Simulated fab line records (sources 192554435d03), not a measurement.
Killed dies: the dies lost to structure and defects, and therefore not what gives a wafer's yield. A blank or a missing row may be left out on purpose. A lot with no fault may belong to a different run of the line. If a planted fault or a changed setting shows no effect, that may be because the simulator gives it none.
Matching of chambers / flow n5Finfet / 4 sister chambers for N5_BEOL_M1_ETCHBACK_99 on rieDiel-01
The step etches SiO2 in CHF3, target depth 5 nm, time 10.4 s. 8 wafers are shown with their chamber, then 12 later ones without.

WAFERS PAIRED WITH THEIR CHAMBERS
wafer=L078.5; chamber=2; drypumpMotorCurrentA (A)=6.6; showerheadPlenumPTorr (Torr)=2.12
wafer=L082.5; chamber=1; drypumpMotorCurrentA (A)=4.7; showerheadPlenumPTorr (Torr)=2.21
wafer=L083.4; chamber=0; drypumpMotorCurrentA (A)=5.9; showerheadPlenumPTorr (Torr)=2.28
wafer=L083.5; chamber=1; drypumpMotorCurrentA (A)=4.7; showerheadPlenumPTorr (Torr)=2.21
wafer=L083.6; chamber=3; drypumpMotorCurrentA (A)=6.2; showerheadPlenumPTorr (Torr)=2.08
wafer=L085.2; chamber=3; drypumpMotorCurrentA (A)=6.2; showerheadPlenumPTorr (Torr)=2.07
wafer=L085.4; chamber=2; drypumpMotorCurrentA (A)=6.6; showerheadPlenumPTorr (Torr)=2.12
wafer=L085.6; chamber=0; drypumpMotorCurrentA (A)=5.8; showerheadPlenumPTorr (Torr)=2.28

WAFERS MISSING THEIR CHAMBER
wafer=L087.1; drypumpMotorCurrentA (A)=6.2; showerheadPlenumPTorr (Torr)=2.07
wafer=L087.2; drypumpMotorCurrentA (A)=6.6; showerheadPlenumPTorr (Torr)=2.11
wafer=L087.6; drypumpMotorCurrentA (A)=6.6; showerheadPlenumPTorr (Torr)=2.11
wafer=L092.2; drypumpMotorCurrentA (A)=6.2; showerheadPlenumPTorr (Torr)=2.07
wafer=L092.3; drypumpMotorCurrentA (A)=4.7; showerheadPlenumPTorr (Torr)=2.21
wafer=L092.5; drypumpMotorCurrentA (A)=6.6; showerheadPlenumPTorr (Torr)=2.11
wafer=L093.1; drypumpMotorCurrentA (A)=5.9; showerheadPlenumPTorr (Torr)=2.27
wafer=L093.4; drypumpMotorCurrentA (A)=6.2; showerheadPlenumPTorr (Torr)=2.07
wafer=L093.6; drypumpMotorCurrentA (A)=4.7; showerheadPlenumPTorr (Torr)=2.21
wafer=L095.2; drypumpMotorCurrentA (A)=5.8; showerheadPlenumPTorr (Torr)=2.27
wafer=L095.3; drypumpMotorCurrentA (A)=4.7; showerheadPlenumPTorr (Torr)=2.20
wafer=L095.4; drypumpMotorCurrentA (A)=6.2; showerheadPlenumPTorr (Torr)=2.07

WHICH CHAMBER EACH WENT THROUGH
wafer=L087.1; from the rows above=3; in truth=3
wafer=L087.2; from the rows above=2; in truth=2
wafer=L087.6; from the rows above=2; in truth=2
wafer=L092.2; from the rows above=3; in truth=3
wafer=L092.3; from the rows above=1; in truth=1
wafer=L092.5; from the rows above=2; in truth=2
wafer=L093.1; from the rows above=0; in truth=0
wafer=L093.4; from the rows above=3; in truth=3
wafer=L093.6; from the rows above=1; in truth=1
wafer=L095.2; from the rows above=0; in truth=0
wafer=L095.3; from the rows above=1; in truth=1
wafer=L095.4; from the rows above=3; in truth=3
Placed correctly: 12 of 12. Not placeable from these rows: 0. 0 placed wrongly.
How it was worked out, from the rows above alone: a wafer's distance from a chamber is the root of the sum, over the readings, of the square of ((its reading less the chamber's mean) divided by the reading's scatter). If the next closest chamber is less than 2 further off than the closest, the wafer can't be placed; otherwise it belongs to the closest. A chamber's mean is the mean of its shown wafers. The scatter: take each reading less its chamber's mean, square it, sum over the shown wafers, divide by the number of wafers less the number of chambers, and take the root.
